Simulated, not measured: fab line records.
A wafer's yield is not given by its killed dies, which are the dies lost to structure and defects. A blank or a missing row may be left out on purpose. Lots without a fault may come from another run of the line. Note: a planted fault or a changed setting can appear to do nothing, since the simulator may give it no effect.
Which tool was responsible? / flow nandHarc / 6 lots, 18 wafers sampled, at 1 step of a route of 1302

## WHAT EACH GAUGE READ, for each wafer
NHARC_A_SIN_REMOVE_INSPECT_04.
lot=L310; measured=day 21 13:32; on=defectInspect-02; rawDefectCount=397 461 568
lot=L317; measured=day 25 02:47; on=defectInspect-02; rawDefectCount=401 398 380
lot=L319; measured=day 26 05:13; on=defectInspect-01; rawDefectCount=478 571 411
lot=L323; measured=day 26 21:34; on=defectInspect-01; rawDefectCount=378 479 348
lot=L324; measured=day 28 09:20; on=defectInspect-01; rawDefectCount=620 410 605
lot=L328; measured=day 29 05:32; on=defectInspect-02; rawDefectCount=315 328 449

## EACH LOT AND THE TOOL THAT RAN IT (in order: tool; ch and the chambers of the sampled wafers; start)
The record holds no process step before these readings.

## THE ANSWER, worked out from the rows above alone
Rule: the lots themselves supply what counts as usual. The widest of any qualifying gaps counts: lots, ordered by their means at a reading, are off when they make up no more than a third of the lots, leave a main group of 4 or more, and stand apart from it by 3 or more times the standard deviation of that group's means. A main group is skipped when, at the precision printed for the reading in the tables above, its means are all equal. A lot without any number at a reading at which 4 lots or more have one is off too. Any other lot the step has rows for is counted as sound.
Across all readings shown, no lot is off: no conclusion can be drawn from this.

## WHAT HAD BEEN PUT IN BY THE SIMULATOR
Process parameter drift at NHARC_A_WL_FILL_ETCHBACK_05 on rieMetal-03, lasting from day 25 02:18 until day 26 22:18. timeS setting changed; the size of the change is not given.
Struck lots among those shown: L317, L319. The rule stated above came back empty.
